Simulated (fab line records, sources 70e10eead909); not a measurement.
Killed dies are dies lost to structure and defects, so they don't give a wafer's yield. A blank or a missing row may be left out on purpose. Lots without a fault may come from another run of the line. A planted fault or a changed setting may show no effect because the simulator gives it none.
Which tool did it? | flow nand_harc | 24 lots, 72 wafers sampled, at 6 steps of a route of 1302

WHAT THE GAUGES READ, wafer by wafer
The record holds no reading of a measuring or inspecting step that can be judged against a usual standard deviation.

WHICH TOOL RAN EACH LOT (tool, then ch and the chambers of the sampled wafers, then the start)
lot  | NHARC_A_STAIRCASE_TRIM_18                     | NHARC_A_STAIRCASE_ETCH_21                     | NHARC_A_STAIRCASE_ETCH_23                     | NHARC_A_STAIRCASE_TRIM_24                     | NHARC_A_STAIRCASE_DESCUM_252       | NHARC_A_STAIRCASE_DEP_259
L074 | rie_diel-10 ch 0,2,3, day 16 06:15 or earlier | rie_diel-10 ch 0,1, day 16 06:15 or earlier   | rie_diel-10 ch 0,1, day 16 06:15 or earlier   | rie_diel-10 ch 2,3, day 16 06:15 or earlier   | rie_diel-10 ch 1,2, day 16 06:15   | pecvd-01 ch 0,1,2, day 16 09:28
L075 | rie_diel-13 ch 0,2, day 16 20:08 or earlier   | rie_diel-10 ch 1,2,3, day 16 20:08 or earlier | rie_diel-10 ch 0,2,3, day 16 20:08 or earlier | rie_diel-10 ch 0,1,3, day 16 20:08 or earlier | rie_diel-11 ch 0,1, day 16 20:08   | pecvd-02 ch 0,1, day 17 00:52
L076 | rie_diel-13 ch 0,1,3, day 16 21:01 or earlier | rie_diel-10 ch 0,2,3, day 16 21:01 or earlier | rie_diel-10 ch 0,2,3, day 16 21:01 or earlier | rie_diel-10 ch 0,1,2, day 16 21:01 or earlier | rie_diel-11 ch 0,1,2, day 16 21:01 | pecvd-02 ch 1,2, day 17 05:10
L077 | rie_diel-10 ch 1,2, day 16 21:46 or earlier   | rie_diel-11 ch 0,3, day 16 21:46 or earlier   | rie_diel-11 ch 0,2, day 16 21:46 or earlier   | rie_diel-11 ch 1,3, day 16 21:46 or earlier   | rie_diel-11 ch 2,3, day 16 21:46   | pecvd-04 ch 0,1, day 17 07:01
L078 | rie_diel-10 ch 1,3, day 18 05:28 or earlier   | rie_diel-11 ch 0,3, day 18 05:28 or earlier   | rie_diel-11 ch 0,1,3, day 18 05:28 or earlier | rie_diel-11 ch 0,1,3, day 18 05:28 or earlier | rie_diel-13 ch 0,1,3, day 18 05:28 | pecvd-01 ch 0,1,2, day 18 08:21
L079 | rie_diel-10 ch 0,1,2, day 18 07:00 or earlier | rie_diel-13 ch 0,1, day 18 07:00 or earlier   | rie_diel-13 ch 0,3, day 18 07:00 or earlier   | rie_diel-13 ch 0,2,3, day 18 07:00 or earlier | rie_diel-13 ch 0,1, day 18 07:00   | pecvd-01 ch 0,1, day 18 10:14
L080 | rie_diel-10 ch 0,1,3, day 18 13:04 or earlier | rie_diel-13 ch 1,3, day 18 13:04              | rie_diel-13 ch 0,1, day 18 13:28 or earlier   | rie_diel-11 ch 0,3, day 18 13:28              | rie_diel-11 ch 0,3, day 18 23:19   | pecvd-02 ch 0,2, day 19 07:28
L081 | rie_diel-13 ch 1,3, day 19 15:35 or earlier   | rie_diel-13 ch 1,3, day 19 15:35 or earlier   | rie_diel-13 ch 1,2,3, day 19 15:35 or earlier | rie_diel-13 ch 1,2,3, day 19 15:35 or earlier | rie_diel-13 ch 0,2,3, day 19 15:35 | pecvd-01 ch 0,2, day 19 18:45
L083 | rie_diel-10 ch 1,2,3, day 20 01:11 or earlier | rie_diel-10 ch 1,2,3, day 20 01:11 or earlier | rie_diel-10 ch 1,2, day 20 01:11 or earlier   | rie_diel-10 ch 1,3, day 20 01:11 or earlier   | rie_diel-11 ch 2,3, day 20 01:11   | pecvd-02 ch 0,1,2, day 20 05:06
L082 | rie_diel-11 ch 1,2,3, day 20 02:57 or earlier | rie_diel-11 ch 1,2,3, day 20 02:57 or earlier | rie_diel-11 ch 0,3, day 20 02:57 or earlier   | rie_diel-11 ch 1,2, day 20 02:57 or earlier   | rie_diel-10 ch 1,2,3, day 20 02:57 | pecvd-02 ch 0,1, day 20 06:05
L084 | rie_diel-10 ch 0,3, day 20 10:17 or earlier   | rie_diel-10 ch 0,3, day 20 10:17 or earlier   | rie_diel-10 ch 0,3, day 20 10:17 or earlier   | rie_diel-10 ch 0,1,3, day 20 10:17 or earlier | rie_diel-13 ch 1,3, day 20 10:17   | pecvd-02 ch 0,1,2, day 20 16:42
L086 | rie_diel-13 ch 0,1,3, day 20 15:29 or earlier | rie_diel-10 ch 0,3, day 20 15:29 or earlier   | rie_diel-10 ch 0,1,3, day 20 15:29 or earlier | rie_diel-10 ch 1,2,3, day 20 15:29 or earlier | rie_diel-10 ch 0,1,2, day 20 15:29 | pecvd-04 ch 0,1,2, day 20 22:27
L085 | rie_diel-13 ch 0,3, day 21 03:10 or earlier   | rie_diel-10 ch 2,3, day 21 03:10 or earlier   | rie_diel-10 ch 0,2,3, day 21 03:10 or earlier | rie_diel-10 ch 1,2, day 21 03:10 or earlier   | rie_diel-13 ch 0,2, day 21 03:10   | pecvd-01 ch 0,2, day 21 06:19
L089 | rie_diel-13 ch 2,3, day 22 03:11 or earlier   | rie_diel-13 ch 2,3, day 22 03:11 or earlier   | rie_diel-13 ch 2,3, day 22 03:11 or earlier   | rie_diel-13 ch 0,2, day 22 03:11 or earlier   | rie_diel-11 ch 0,1, day 22 03:11   | pecvd-02 ch 0,2, day 22 06:28
L088 | rie_diel-10 ch 0,1,2, day 22 02:28 or earlier | rie_diel-10 ch 2,3, day 22 02:28 or earlier   | rie_diel-10 ch 0,1, day 22 02:28 or earlier   | rie_diel-10 ch 1,2,3, day 22 02:28 or earlier | rie_diel-13 ch 0,2,3, day 22 02:28 | pecvd-04 ch 0,2, day 22 06:28
L087 | rie_diel-10 ch 0,1,2, day 22 07:56 or earlier | rie_diel-13 ch 2,3, day 22 07:56 or earlier   | rie_diel-13 ch 0,2,3, day 22 07:56 or earlier | rie_diel-13 ch 0,3, day 22 07:56 or earlier   | rie_diel-11 ch 0,1,2, day 22 07:56 | pecvd-02 ch 0,1,2, day 22 10:48
L090 | rie_diel-10 ch 1,3, day 23 09:25 or earlier   | rie_diel-10 ch 1,3, day 23 09:25 or earlier   | rie_diel-10 ch 0,3, day 23 09:25 or earlier   | rie_diel-10 ch 0,2,3, day 23 09:25 or earlier | rie_diel-13 ch 2,3, day 23 09:25   | pecvd-04 ch 0,1,2, day 23 14:20
L091 | rie_diel-10 ch 0,2, day 23 08:43 or earlier   | rie_diel-11 ch 0,3, day 23 08:43 or earlier   | rie_diel-11 ch 2,3, day 23 08:43 or earlier   | rie_diel-11 ch 0,2, day 23 08:43 or earlier   | rie_diel-13 ch 0,2, day 23 08:43   | pecvd-02 ch 0,1,2, day 23 11:53
L093 | rie_diel-10 ch 0,1,2, day 23 17:26 or earlier | rie_diel-11 ch 0,1,2, day 23 17:26 or earlier | rie_diel-11 ch 0,1,2, day 23 17:26 or earlier | rie_diel-11 ch 0,2,3, day 23 17:26 or earlier | rie_diel-11 ch 0,1, day 23 17:26   | pecvd-01 ch 0,1, day 24 00:41
L092 | rie_diel-10 ch 0,1, day 23 17:58 or earlier   | rie_diel-10 ch 2,3, day 23 17:58 or earlier   | rie_diel-10 ch 0,1,2, day 23 17:58 or earlier | rie_diel-10 ch 0,1, day 23 17:58 or earlier   | rie_diel-10 ch 1,2,3, day 23 17:58 | pecvd-04 ch 1,2, day 24 01:02
L094 | rie_diel-10 ch 1,2,3, day 25 03:03 or earlier | rie_diel-10 ch 0,1,3, day 25 03:03 or earlier | rie_diel-10 ch 0,1,2, day 25 03:03 or earlier | rie_diel-10 ch 0,2,3, day 25 03:03 or earlier | rie_diel-11 ch 0,1,3, day 25 03:03 | pecvd-02 ch 0,2, day 25 05:57
L095 | rie_diel-10 ch 2,3, day 25 03:52 or earlier   | rie_diel-10 ch 0,1,2, day 25 03:52 or earlier | rie_diel-10 ch 0,1,2, day 25 03:52 or earlier | rie_diel-10 ch 0,1,3, day 25 03:52 or earlier | rie_diel-11 ch 0,3, day 25 03:52   | pecvd-02 ch 0,1,2, day 25 08:04
L097 | rie_diel-11 ch 2,3, day 25 22:37 or earlier   | rie_diel-10 ch 0,1, day 25 22:37 or earlier   | rie_diel-10 ch 0,2, day 25 22:37 or earlier   | rie_diel-10 ch 1,3, day 25 22:37 or earlier   | rie_diel-11 ch 0,2, day 25 22:37   | pecvd-04 ch 0,2, day 26 01:58
L096 | rie_diel-13 ch 0,1,2, day 26 04:35 or earlier | rie_diel-11 ch 0,1,3, day 26 04:35 or earlier | rie_diel-11 ch 0,1,3, day 26 04:35 or earlier | rie_diel-11 ch 0,2, day 26 04:35 or earlier   | rie_diel-11 ch 1,2,3, day 26 04:35 | pecvd-04 ch 0,1,2, day 26 13:22
- NHARC_A_STAIRCASE_TRIM_18: chemistry O2, time 211.2 s.
- NHARC_A_STAIRCASE_ETCH_21: etches the open film in C4F8/O2, target depth 100 nm, time 40.5 s.
- NHARC_A_STAIRCASE_ETCH_23: etches the open film in C4F8/O2, target depth 100 nm, time 40.5 s.
- NHARC_A_STAIRCASE_TRIM_24: chemistry O2, time 211.2 s.
- NHARC_A_STAIRCASE_DESCUM_252: chemistry O2, time 3 s.
- NHARC_A_STAIRCASE_DEP_259: deposits SiON, target thk 30 nm.

WHAT THE TOOLS THEMSELVES READ (means of the sampled wafers that have a number; where no wafer has one, the mark that the record gives instead)
NHARC_A_STAIRCASE_TRIM_18.
lot  | tool        | drypump_motor_current_A (A) | oes_product_au (a.u.) | rf_vpp_V (V) | showerhead_plenum_p_Torr (Torr) | throttle_valve_pct (%)
L074 | rie_diel-10 | 5.66                        | 1.007                 | 58.1         | 3.39                            | 17.040
L075 | rie_diel-13 | 5.88                        | 1.002                 | 58.2         | 3.42                            | 17.033
L076 | rie_diel-13 | 5.60                        | 0.996                 | 58.8         | 3.41                            | 17.035
L077 | rie_diel-10 | 5.43                        | 1.002                 | 57.5         | 3.36                            | 17.040
L078 | rie_diel-10 | 5.88                        | 1.013                 | 57.9         | 3.44                            | 17.036
L079 | rie_diel-10 | 5.50                        | 1.001                 | 58.3         | 3.43                            | 17.040
L080 | rie_diel-10 | 5.72                        | 1.005                 | 57.3         | 3.47                            | 17.034
L081 | rie_diel-13 | 5.58                        | 0.989                 | 57.2         | 3.35                            | 17.042
L083 | rie_diel-10 | 5.62                        | 1.001                 | 57.2         | 3.58                            | 17.033
L082 | rie_diel-11 | 5.78                        | 1.001                 | 57.8         | 3.49                            | 17.036
L084 | rie_diel-10 | 5.73                        | 1.005                 | 57.8         | 3.45                            | 17.038
L086 | rie_diel-13 | 5.60                        | 0.992                 | 58.0         | 3.39                            | 17.032
L085 | rie_diel-13 | 5.54                        | 0.992                 | 57.7         | 3.42                            | 17.034
L089 | rie_diel-13 | 5.94                        | 0.998                 | 58.3         | 3.31                            | 17.031
L088 | rie_diel-10 | 5.47                        | 1.006                 | 57.8         | 3.60                            | 17.037
L087 | rie_diel-10 | 5.45                        | 1.000                 | 58.6         | 3.60                            | 17.033
L090 | rie_diel-10 | 5.87                        | 1.007                 | 57.5         | 3.42                            | 17.032
L091 | rie_diel-10 | 5.49                        | 1.005                 | 57.5         | 3.58                            | 17.032
L093 | rie_diel-10 | 5.48                        | 1.003                 | 58.9         | 3.59                            | 17.031
L092 | rie_diel-10 | 5.56                        | 1.000                 | 58.2         | 3.50                            | 17.033
L094 | rie_diel-10 | 5.65                        | 0.999                 | 57.7         | 3.55                            | 17.021
L095 | rie_diel-10 | 5.56                        | 1.003                 | 58.5         | 3.64                            | 17.028
L097 | rie_diel-11 | 5.91                        | 1.002                 | 56.4         | 3.43                            | 17.034
L096 | rie_diel-13 | 5.85                        | 1.004                 | 57.2         | 3.52                            | 17.035

NHARC_A_STAIRCASE_ETCH_21.
lot  | tool        | oes_product_au (a.u.) | rf_vpp_V (V)
L074 | rie_diel-10 | 0.956                 | 896
L075 | rie_diel-10 | 0.948                 | 891
L076 | rie_diel-10 | 0.947                 | 890
L077 | rie_diel-11 | 0.946                 | 892
L078 | rie_diel-11 | 0.961                 | 891
L079 | rie_diel-13 | 0.961                 | 890
L080 | rie_diel-13 | 0.987                 | 891
L081 | rie_diel-13 | 0.928                 | 890
L083 | rie_diel-10 | 0.936                 | 897
L082 | rie_diel-11 | 0.940                 | 894
L084 | rie_diel-10 | 0.939                 | 893
L086 | rie_diel-10 | 0.969                 | 893
L085 | rie_diel-10 | 0.964                 | 900
L089 | rie_diel-13 | 0.944                 | 888
L088 | rie_diel-10 | 0.957                 | 901
L087 | rie_diel-13 | 0.956                 | 889
L090 | rie_diel-10 | 0.949                 | 892
L091 | rie_diel-11 | 0.950                 | 902
L093 | rie_diel-11 | 0.953                 | 898
L092 | rie_diel-10 | 0.954                 | 896
L094 | rie_diel-10 | 0.932                 | 893
L095 | rie_diel-10 | 0.936                 | 899
L097 | rie_diel-10 | 0.972                 | 894
L096 | rie_diel-11 | 0.917                 | 898

NHARC_A_STAIRCASE_ETCH_23.
lot  | tool        | oes_product_au (a.u.) | rf_vpp_V (V)
L074 | rie_diel-10 | 0.952                 | 896
L075 | rie_diel-10 | 0.942                 | 891
L076 | rie_diel-10 | 0.947                 | 891
L077 | rie_diel-11 | 0.923                 | 888
L078 | rie_diel-11 | 0.947                 | 892
L079 | rie_diel-13 | 0.952                 | 894
L080 | rie_diel-13 | 0.949                 | 891
L081 | rie_diel-13 | 0.935                 | 889
L083 | rie_diel-10 | 0.931                 | 902
L082 | rie_diel-11 | 0.936                 | 901
L084 | rie_diel-10 | 0.952                 | 894
L086 | rie_diel-10 | 0.965                 | 893
L085 | rie_diel-10 | 0.965                 | 897
L089 | rie_diel-13 | 0.941                 | 889
L088 | rie_diel-10 | 0.948                 | 895
L087 | rie_diel-13 | 0.943                 | 891
L090 | rie_diel-10 | 0.950                 | 893
L091 | rie_diel-11 | 0.943                 | 892
L093 | rie_diel-11 | 0.941                 | 897
L092 | rie_diel-10 | 0.942                 | 899
L094 | rie_diel-10 | 0.936                 | 898
L095 | rie_diel-10 | 0.944                 | 899
L097 | rie_diel-10 | 0.970                 | 898
L096 | rie_diel-11 | 0.929                 | 898

NHARC_A_STAIRCASE_TRIM_24.
lot  | tool        | drypump_motor_current_A (A) | oes_product_au (a.u.) | rf_vpp_V (V) | showerhead_plenum_p_Torr (Torr) | throttle_valve_pct (%)
L074 | rie_diel-10 | 5.79                        | 1.009                 | 57.5         | 3.36                            | 17.037
L075 | rie_diel-10 | 5.71                        | 0.995                 | 57.8         | 3.48                            | 17.037
L076 | rie_diel-10 | 5.48                        | 1.002                 | 58.2         | 3.44                            | 17.034
L077 | rie_diel-11 | 5.63                        | 0.999                 | 57.5         | 3.54                            | 17.043
L078 | rie_diel-11 | 5.86                        | 0.999                 | 57.0         | 3.45                            | 17.037
L079 | rie_diel-13 | 5.80                        | 0.997                 | 58.0         | 3.39                            | 17.027
L080 | rie_diel-11 | 6.12                        | 0.989                 | 57.5         | 3.34                            | 17.031
L081 | rie_diel-13 | 5.76                        | 0.999                 | 58.1         | 3.34                            | 17.036
L083 | rie_diel-10 | 5.89                        | 1.011                 | 58.2         | 3.44                            | 17.040
L082 | rie_diel-11 | 5.76                        | 0.998                 | 57.4         | 3.47                            | 17.033
L084 | rie_diel-10 | 5.72                        | 1.001                 | 57.6         | 3.47                            | 17.044
L086 | rie_diel-10 | 5.63                        | 1.010                 | 58.3         | 3.57                            | 17.037
L085 | rie_diel-10 | 5.47                        | 1.003                 | 58.7         | 3.62                            | 17.028
L089 | rie_diel-13 | 6.05                        | 0.996                 | 57.6         | 3.34                            | 17.039
L088 | rie_diel-10 | 5.63                        | 1.001                 | 58.7         | 3.57                            | 17.031
L087 | rie_diel-13 | 5.55                        | 0.986                 | 57.8         | 3.41                            | 17.033
L090 | rie_diel-10 | 5.64                        | 1.007                 | 56.7         | 3.55                            | 17.044
L091 | rie_diel-11 | 6.15                        | 0.994                 | 58.8         | 3.66                            | 17.034
L093 | rie_diel-11 | 6.02                        | 0.999                 | 57.9         | 3.55                            | 17.045
L092 | rie_diel-10 | 5.54                        | 1.002                 | 57.5         | 3.50                            | 17.032
L094 | rie_diel-10 | 5.65                        | 1.009                 | 57.6         | 3.54                            | 17.035
L095 | rie_diel-10 | 5.71                        | 1.004                 | 57.6         | 3.45                            | 17.042
L097 | rie_diel-10 | 5.88                        | 1.005                 | 56.4         | 3.41                            | 17.036
L096 | rie_diel-11 | 6.12                        | 0.991                 | 58.4         | 3.65                            | 17.038

NHARC_A_STAIRCASE_DESCUM_252.
lot  | tool        | drypump_motor_current_A (A) | oes_product_au (a.u.) | rf_vpp_V (V) | showerhead_plenum_p_Torr (Torr) | throttle_valve_pct (%)
L074 | rie_diel-10 | 5.46                        | 1.001                 | 58.5         | 1.87                            | 11.313
L075 | rie_diel-11 | 5.73                        | 0.988                 | 58.1         | 1.89                            | 11.314
L076 | rie_diel-11 | 5.86                        | 0.995                 | 57.8         | 1.86                            | 11.303
L077 | rie_diel-11 | 5.92                        | 0.991                 | 58.0         | 1.87                            | 11.301
L078 | rie_diel-13 | 5.60                        | 0.992                 | 57.3         | 1.84                            | 11.312
L079 | rie_diel-13 | 5.67                        | 0.996                 | 57.3         | 1.83                            | 11.309
L080 | rie_diel-11 | 5.98                        | 0.992                 | 58.1         | 1.84                            | 11.313
L081 | rie_diel-13 | 5.79                        | 0.999                 | 57.1         | 1.83                            | 11.305
L083 | rie_diel-11 | 5.92                        | 0.996                 | 58.1         | 1.87                            | 11.312
L082 | rie_diel-10 | 5.65                        | 1.006                 | 57.5         | 1.94                            | 11.313
L084 | rie_diel-13 | 5.57                        | 0.992                 | 56.9         | 1.80                            | 11.313
L086 | rie_diel-10 | 5.46                        | 1.000                 | 58.7         | 1.96                            | 11.308
L085 | rie_diel-13 | 6.04                        | 0.996                 | 57.6         | 1.80                            | 11.309
L089 | rie_diel-11 | 5.71                        | 0.990                 | 58.2         | 1.98                            | 11.301
L088 | rie_diel-13 | 5.77                        | 0.991                 | 57.9         | 1.82                            | 11.308
L087 | rie_diel-11 | 5.87                        | 0.993                 | 57.8         | 1.95                            | 11.310
L090 | rie_diel-13 | 5.70                        | 1.000                 | 57.2         | 1.91                            | 11.318
L091 | rie_diel-13 | 5.89                        | 1.013                 | 58.3         | 1.94                            | 11.317
L093 | rie_diel-11 | 5.72                        | 0.994                 | 58.2         | 1.97                            | 11.301
L092 | rie_diel-10 | 5.64                        | 1.010                 | 58.4         | 1.93                            | 11.317
L094 | rie_diel-11 | 5.85                        | 0.986                 | 58.2         | 1.95                            | 11.312
L095 | rie_diel-11 | 6.01                        | 0.995                 | 58.6         | 1.93                            | 11.321
L097 | rie_diel-11 | 6.11                        | 0.983                 | 57.4         | 1.99                            | 11.315
L096 | rie_diel-11 | 5.77                        | 0.996                 | 56.7         | 1.88                            | 11.312

NHARC_A_STAIRCASE_DEP_259.
lot  | tool     | heater_power_w (W) | susceptor_temp_C (C)
L074 | pecvd-01 | 718                | 400.33
L075 | pecvd-02 | 760                | 399.97
L076 | pecvd-02 | 754                | 399.76
L077 | pecvd-04 | 617                | 399.85
L078 | pecvd-01 | 749                | 399.98
L079 | pecvd-01 | 701                | 399.84
L080 | pecvd-02 | 693                | 399.85
L081 | pecvd-01 | 757                | 399.98
L083 | pecvd-02 | 773                | 400.01
L082 | pecvd-02 | 773                | 399.84
L084 | pecvd-02 | 743                | 400.03
L086 | pecvd-04 | 664                | 399.90
L085 | pecvd-01 | 781                | 399.85
L089 | pecvd-02 | 811                | 400.05
L088 | pecvd-04 | 739                | 400.03
L087 | pecvd-02 | 742                | 400.05
L090 | pecvd-04 | 674                | 399.95
L091 | pecvd-02 | 740                | 400.12
L093 | pecvd-01 | 680                | 399.99
L092 | pecvd-04 | 656                | 399.82
L094 | pecvd-02 | 714                | 399.92
L095 | pecvd-02 | 742                | 400.15
L097 | pecvd-04 | 700                | 399.97
L096 | pecvd-04 | 649                | 400.05

THE ANSWER, worked out from the rows above alone
Rule: what is usual is taken from the lots themselves. Put in order of their means at a reading, lots are off if they are a third of the lots or fewer, leave a main group of 4 or more, and stand apart from it by a gap of 3 or more times the standard deviation of the main group's means; of several such gaps the widest counts. A main group whose means are all the same, to the digits that the tables above print for the reading, isn't used. A lot without any number at a reading at which 4 lots or more have one is off too. The other lots that the step has rows for count as sound. The gauges are gone through in route order, then the tools' own readings, and for those a lot's mean is taken as printed above. The first step at which some lot is off is used, and at that step the reading that is off furthest; a lot without a number counts as furthest.
No lot is off at any reading shown: from this, nothing can be told.

WHAT THE SIMULATOR HAD PUT IN
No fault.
